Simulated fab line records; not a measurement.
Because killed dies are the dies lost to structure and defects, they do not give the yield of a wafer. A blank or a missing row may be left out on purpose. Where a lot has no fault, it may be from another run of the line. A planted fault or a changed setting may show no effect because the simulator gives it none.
Chamber matching    flow n5 finfet    4 sister chambers for N5_ZERO_LAYER_ETCH_18 on rie si-03
The step etches Si in HBr/Cl2, target depth 120 nm, time 40 s. 8 wafers are shown with their chamber, then 12 later ones without.

WAFERS PAIRED WITH THEIR CHAMBERS
wafer   chamber  drypump motor current A (A)  throttle valve pct (%)
L088.4  1        6.4                          35.9
L088.5  1        6.4                          36.0
L089.1  3        5.1                          36.6
L089.3  0        5.5                          35.6
L089.5  2        5.6                          35.6
L091.2  3        5.2                          36.6
L091.4  2        5.6                          35.6
L091.6  0        5.5                          35.6

WAFERS MISSING THEIR CHAMBER
wafer   drypump motor current A (A)  throttle valve pct (%)
L092.1  5.5                          35.6
L092.2  5.6                          35.6
L092.3  6.5                          35.9
L093.2  5.5                          35.6
L093.4  5.6                          35.6
L093.5  6.4                          36.0
L094.1  5.5                          35.6
L094.4  6.4                          35.9
L094.5  5.6                          35.6
L097.3  5.6                          35.6
L097.4  5.5                          35.6
L097.5  5.5                          35.6

EACH ONE'S CHAMBER
wafer   from the rows above  in truth
L092.1  0                    0
L092.2  2                    2
L092.3  1                    1
L093.2  0                    0
L093.4  2                    2
L093.5  1                    1
L094.1  0                    0
L094.4  1                    1
L094.5  2                    2
L097.3  2                    2
L097.4  0                    0
L097.5  0                    0
12 of 12 placed correctly. Can't be placed from these rows: 0. 0 placed wrongly.
How it was worked out, from the rows above alone: a wafer's distance from a chamber is the root of the sum, over the readings, of the square of ((its reading less the chamber's mean) divided by the reading's scatter). If the next closest chamber is less than 2 further off than the closest, the wafer can't be placed; otherwise it belongs to the closest. Each chamber's mean is taken over the wafers shown for it. The scatter: take each reading less its chamber's mean, square it, sum over the shown wafers, divide by the number of wafers less the number of chambers, and take the root.
